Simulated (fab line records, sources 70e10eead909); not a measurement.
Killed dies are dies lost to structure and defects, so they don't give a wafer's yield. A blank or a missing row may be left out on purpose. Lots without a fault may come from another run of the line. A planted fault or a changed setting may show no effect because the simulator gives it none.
Chamber matching | flow nand_harc | NHARC_A_STAIRCASE_ALD_420 on ald_hk-02: 4 sister chambers
The step deposits SiO2, target thk 20 nm, pulse time 6 s, ald cycles 200. 7 wafers are shown with their chamber, then 8 later ones without.

WAFERS WITH THEIR CHAMBER
wafer  | chamber | heater_power_w (W) | precursor_pulse_height_rel
L078.2 | 0       | 561                | 0.985
L080.3 | 0       | 572                | 1.022
L084.6 | 3       | 487                | 1.016
L086.1 | 1       | 526                | 0.994
L086.2 | 3       | 488                | 0.978
L086.4 | 2       | 463                | 1.023
L089.3 | 2       | 455                | 0.988

WAFERS WITHOUT THEIR CHAMBER
wafer  | heater_power_w (W) | precursor_pulse_height_rel
L089.4 | 520                | 1.011
L089.5 | 467                | 0.983
L090.1 | 477                | 0.996
L090.5 | 508                | 0.989
L090.6 | 572                | 1.021
L097.3 | 570                | 0.968
L097.5 | 501                | 0.991
L097.6 | 577                | 0.970

WHICH CHAMBER EACH WENT THROUGH
wafer  | from the rows above     | in truth
L089.4 | 1                       | 1
L089.5 | 2                       | 2
L090.1 | can't be placed: 3 or 2 | 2
L090.5 | can't be placed: 1 or 3 | 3
L090.6 | 0                       | 0
L097.3 | 0                       | 0
L097.5 | 3                       | 3
L097.6 | 0                       | 0
Placed correctly: 6 of 8. Can't be placed from these rows: 2 (the true chamber is among the candidates in 2). Placed wrongly: 0.
How it was worked out, from the rows above alone: a wafer's distance from a chamber is the root of the sum, over the readings, of the square of ((its reading less the chamber's mean) divided by the reading's scatter). The wafer belongs to the nearest chamber; if the next one is less than 2 further off, it can't be placed. A chamber's mean is the mean of its shown wafers. The scatter: the root of (the sum of the squares of (reading less its chamber's mean) over the shown wafers, divided by (wafers less chambers)).
